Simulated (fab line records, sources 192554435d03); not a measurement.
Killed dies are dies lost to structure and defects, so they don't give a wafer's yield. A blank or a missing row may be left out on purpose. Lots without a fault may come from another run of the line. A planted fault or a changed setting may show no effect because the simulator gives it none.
Which tool did it? | flow n5_finfet | 12 lots, 36 wafers sampled, at 1 step of a route of 1938

WHAT THE GAUGES READ, wafer by wafer
N5_WELL_APT_OVL_MEAS_26.
lot  | measured    | on         | PWELL_OVL (nm)
L075 | day 1 21:15 | overlay-01 | -2 -3 -5
L077 | day 2 09:19 | overlay-02 | 6 -7 1
L079 | day 2 21:12 | overlay-02 | 3 4 1
L081 | day 3 08:43 | overlay-02 | -6 -3 -13
L083 | day 3 21:10 | overlay-02 | 1 -4 -8
L085 | day 4 09:17 | overlay-02 | 6 6 4
L087 | day 4 22:32 | overlay-02 | -2 8 -2
L089 | day 5 09:06 | overlay-02 | -10 -10 -7
L091 | day 5 21:00 | overlay-01 | 3 8 -1
L093 | day 6 09:00 | overlay-01 | -3 4 0
L095 | day 6 21:11 | overlay-01 | 7 9 5
L097 | day 7 09:19 | overlay-01 | 9 12 2

WHICH TOOL RAN EACH LOT (tool, then ch and the chambers of the sampled wafers, then the start)
The record holds no process step before these readings.

THE ANSWER, worked out from the rows above alone
Rule: what is usual is taken from the lots themselves. Put in order of their means at a reading, lots are off if they are a third of the lots or fewer, leave a main group of 4 or more, and stand apart from it by a gap of 3 or more times the standard deviation of the main group's means; of several such gaps the widest counts. A main group whose means are all the same, to the digits that the tables above print for the reading, isn't used. A lot without any number at a reading at which 4 lots or more have one is off too. The other lots that the step has rows for count as sound.
No lot is off at any reading shown: from this, nothing can be told.

WHAT THE SIMULATOR HAD PUT IN
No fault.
